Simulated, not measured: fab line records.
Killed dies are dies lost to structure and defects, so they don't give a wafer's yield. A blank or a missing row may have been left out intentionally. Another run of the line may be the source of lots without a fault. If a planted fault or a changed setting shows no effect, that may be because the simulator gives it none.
Struck lot and sound lot, side by side / flow nand-harc / 15 steps out of a route of 1302
Sound: wafers L868.1, L868.2, L868.6. Struck: wafers L880.1, L880.2, L880.3. The cause comes at the end.
Each step with rows lists, per side, the tool, then ch with its chambers, then its first start. Under that, the readings that differ: sound wafers / struck wafers / difference of the means / sigmas: that difference in standard deviations of wafers without a fault.
alike: readings with means less than 2 such deviations apart, plus words and numbers identical on both sides. not compared: withheld readings, readings lacking a value on some wafer, bounds such as >300 that could conceal the same value, and numbers that have no deviation in the record and whose values overlap.
A row with sigmas, a row that says differs or no value, or rows on one side alone: a step with any of these is where the two part. When numbers do not overlap yet have no deviation, they are printed without sigmas and do not part them. A reading that every wafer of one side lacks parts them only if that side has two wafers or more.

first, 3 steps without rows for these wafers: NHARC_A_CONTACT_DESCUM_47 (chemistry O2, time 3 s); NHARC_A_CONTACT_ETCH_48 (etches the open film in CF4, target depth 39 nm, time 65 s); NHARC_A_CONTACT_ETCH_49 (etches the open film in N2/H2, target depth 260 nm, time 475.3 s).
NHARC_A_CONTACT_ETCH_50: etches the open film in CF4/CHF3, target depth 121 nm, time 60.5 s.
  sound: rie-diel-09 ch 0,1; struck: rie-diel-07 ch 1,2,3
  alike: bias-w, cf4-flow-sccm, drypump-motor-current-A, oes-product-au, rf-fwd-power-W, rf-vpp-V, showerhead-plenum-p-Torr, throttle-valve-pct
  not compared: rf-hours-counter-h
NHARC_A_CONTACT_ETCH_51: etches the open film in O2/COS, target depth 7000 nm, time 1820 s.
  sound on rie-diel-09 ch 0,3; struck on rie-diel-04 ch 1,2,3, day 28 03:07
  alike: bias-w, chamber-pressure-mTorr, drypump-motor-current-A, oes-product-au, rf-fwd-power-W, rf-vpp-V, showerhead-plenum-p-Torr, throttle-valve-pct
  not compared: rf-hours-counter-h
NHARC_A_CONTACT_ETCH_111: etches the open film in C4F8/O2/Ar, time 140 s, target depth 700 nm.
  sound on har-cap-etch-03 ch 0,1, day 23 05:43; struck on har-cap-etch-03 ch 0,1, day 28 04:20
  alike: chamber-pressure-mTorr, oes-air-line-au
  not compared: rf-hours-counter-h
then, 4 steps without rows for these wafers: NHARC_A_CONTACT_ETCH_112 (etches the open film in C4F8/O2/Ar, time 190 s, target depth 1850 nm); NHARC_A_CONTACT_ETCH_113 (etches the open film in C4F8/O2/Ar, time 190 s, target depth 1850 nm); NHARC_A_CONTACT_ETCH_114 (etches the open film in C4F8/O2/Ar, time 190 s, target depth 1850 nm); NHARC_A_CONTACT_ETCH_115 (etches the open film in C4F8/O2/Ar, time 190 s, target depth 1850 nm).
NHARC_A_CONTACT_ETCH_116: etches the open film in C4F8/O2/Ar, time 190 s, target depth 1850 nm.
  sound on har-cap-etch-03 ch 0,1, day 23 06:35; struck on har-cap-etch-03 ch 0,1, day 28 05:13
  alike: chamber-pressure-mTorr, oes-air-line-au
  not compared: rf-hours-counter-h
then, 1 step without rows for these wafers: NHARC_A_CONTACT_ETCH_117 (etches the open film in C4F8/O2/Ar, time 190 s, target depth 1850 nm).
NHARC_A_CONTACT_ETCH_118: etches the open film in C4F8/O2/Ar, time 190 s, target depth 1850 nm.
  sound on har-cap-etch-03 ch 0,1, day 23 06:56; struck on har-cap-etch-03 ch 0,1, day 28 05:34
  no value came back on the struck wafers for chamber-pressure-mTorr (mTorr), oes-air-line-au (a.u.); on the sound wafers chamber-pressure-mTorr (mTorr) reads 20.023 19.994 19.991
  not compared: rf-hours-counter-h
NHARC_A_CONTACT_ETCH_119: etches the open film in C4F8/O2/Ar, time 190 s, target depth 1850 nm.
  sound on har-cap-etch-03 ch 0,1, day 23 07:06; struck on har-cap-etch-03 ch 0,1, day 28 05:44
  alike: chamber-pressure-mTorr, oes-air-line-au
  not compared: rf-hours-counter-h
-- jump in the record: it breaks off in module A_CONTACT and resumes in module END (first step shown: number 1302 of the route), and 3 days separate the struck wafers' starts before and after --
NHARC_END_SORT_01:
  at this point the record logs the struck wafers (prober-01 ch 0, day 30 23:08) and has no rows for the sound ones

== WHERE THEY PART ==
At NHARC_A_CONTACT_ETCH_118 first; at NHARC_END_SORT_01 last (within this record only).

WHY: what had been put in by the simulator
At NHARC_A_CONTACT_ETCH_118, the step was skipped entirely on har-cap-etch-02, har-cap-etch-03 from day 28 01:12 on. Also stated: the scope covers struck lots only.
